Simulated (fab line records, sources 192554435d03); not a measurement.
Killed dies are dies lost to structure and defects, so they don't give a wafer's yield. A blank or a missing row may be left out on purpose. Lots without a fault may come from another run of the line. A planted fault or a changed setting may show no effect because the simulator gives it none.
Chamber matching | flow n5_finfet | N5_BEOL_M8_STRIP_36 on rie_diel-02: 4 sister chambers
The step strips in N2/H2. 4 wafers are shown with their chamber, then 9 later ones without.

WAFERS WITH THEIR CHAMBER
wafer  | chamber | throttle_valve_pct (%)
L078.2 | 2       | 23.7
L093.1 | 3       | 23.9
L093.2 | 0       | 24.5
L093.3 | 1       | 24.1

WAFERS WITHOUT THEIR CHAMBER
wafer  | throttle_valve_pct (%)
L093.4 | 23.7
L093.5 | 23.9
L093.6 | 24.5
L091.1 | 23.9
L091.2 | 23.7
L091.4 | 24.2
L096.1 | 23.7
L096.2 | 24.2
L096.4 | 24.2

WHICH CHAMBER EACH WENT THROUGH
wafer  | from the rows above | in truth
L093.4 | 2                   | 2
L093.5 | 3                   | 3
L093.6 | 0                   | 0
L091.1 | 3                   | 3
L091.2 | 2                   | 2
L091.4 | 1                   | 1
L096.1 | 2                   | 2
L096.2 | 1                   | 1
L096.4 | 1                   | 1
Placed correctly: 9 of 9. Can't be placed from these rows: 0. Placed wrongly: 0.
How it was worked out, from the rows above alone: a wafer's distance from a chamber is the root of the sum, over the readings, of the square of ((its reading less the chamber's mean) divided by the reading's scatter). The wafer belongs to the nearest chamber; if the next one is less than 2 further off, it can't be placed. A chamber's mean is the mean of its shown wafers. The scatter: with one shown wafer a chamber, the root of the mean of the squares of how far each hidden wafer lies from its nearest shown one.
